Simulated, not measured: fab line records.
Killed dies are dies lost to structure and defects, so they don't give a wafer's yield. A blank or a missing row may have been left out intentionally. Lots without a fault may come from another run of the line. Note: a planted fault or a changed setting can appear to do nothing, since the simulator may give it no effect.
Chamber matching :: flow n5 finfet :: 4 sister chambers for N5_HKMG_FIN_ALD_91 on ald metal-03
The step deposits TiN, target thk 1 nm, pulse time 1 s, purge time 3 s. 8 wafers are shown with their chamber, then 10 later ones without.

## WAFERS, EACH WITH ITS CHAMBER
wafer: L084.5
chamber: 1
heater power w (W): 865
precursor pulse height rel: 1.014

wafer: L086.1
chamber: 1
heater power w (W): 865
precursor pulse height rel: 0.996

wafer: L086.3
chamber: 3
heater power w (W): 835
precursor pulse height rel: 0.997

wafer: L087.2
chamber: 0
heater power w (W): 722
precursor pulse height rel: 1.028

wafer: L087.3
chamber: 3
heater power w (W): 856
precursor pulse height rel: 1.002

wafer: L087.5
chamber: 2
heater power w (W): 951
precursor pulse height rel: 1.010

wafer: L088.2
chamber: 0
heater power w (W): 736
precursor pulse height rel: 0.976

wafer: L088.3
chamber: 2
heater power w (W): 959
precursor pulse height rel: 1.024

## WAFERS MISSING THEIR CHAMBER
wafer: L088.5
heater power w (W): 969
precursor pulse height rel: 1.014

wafer: L093.1
heater power w (W): 719
precursor pulse height rel: 0.986

wafer: L093.2
heater power w (W): 849
precursor pulse height rel: 0.981

wafer: L093.3
heater power w (W): 968
precursor pulse height rel: 0.993

wafer: L093.4
heater power w (W): 873
precursor pulse height rel: 1.011

wafer: L093.5
heater power w (W): 1004
precursor pulse height rel: 0.976

wafer: L093.6
heater power w (W): 862
precursor pulse height rel: 0.970

wafer: L095.1
heater power w (W): 869
precursor pulse height rel: 0.954

wafer: L095.2
heater power w (W): 824
precursor pulse height rel: 0.999

wafer: L095.4
heater power w (W): 994
precursor pulse height rel: 0.994

## WHICH CHAMBER EACH ONE RAN IN
wafer: L088.5
from the rows above: 2
in truth: 2

wafer: L093.1
from the rows above: 0
in truth: 0

wafer: L093.2
from the rows above: can't be placed: 3 or 1
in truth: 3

wafer: L093.3
from the rows above: 2
in truth: 2

wafer: L093.4
from the rows above: 1
in truth: 1

wafer: L093.5
from the rows above: 2
in truth: 2

wafer: L093.6
from the rows above: can't be placed: 1 or 3
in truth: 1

wafer: L095.1
from the rows above: can't be placed: 1 or 3
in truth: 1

wafer: L095.2
from the rows above: 3
in truth: 3

wafer: L095.4
from the rows above: 2
in truth: 2
Correct placement for 7 of the 10. Can't be placed from these rows: 3 (the true chamber is among the candidates in 3). 0 placed wrongly.
How it was worked out, from the rows above alone: a wafer's distance from a chamber is the root of the sum, over the readings, of the square of ((its reading less the chamber's mean) divided by the reading's scatter). The wafer belongs to the nearest chamber; if the next one is less than 2 further off, it can't be placed. For every chamber, the mean is computed from those of its wafers that are shown. The scatter is the square root of a quotient: the sum, over the shown wafers, of each reading's squared deviation from its chamber's mean, divided by wafers minus chambers.
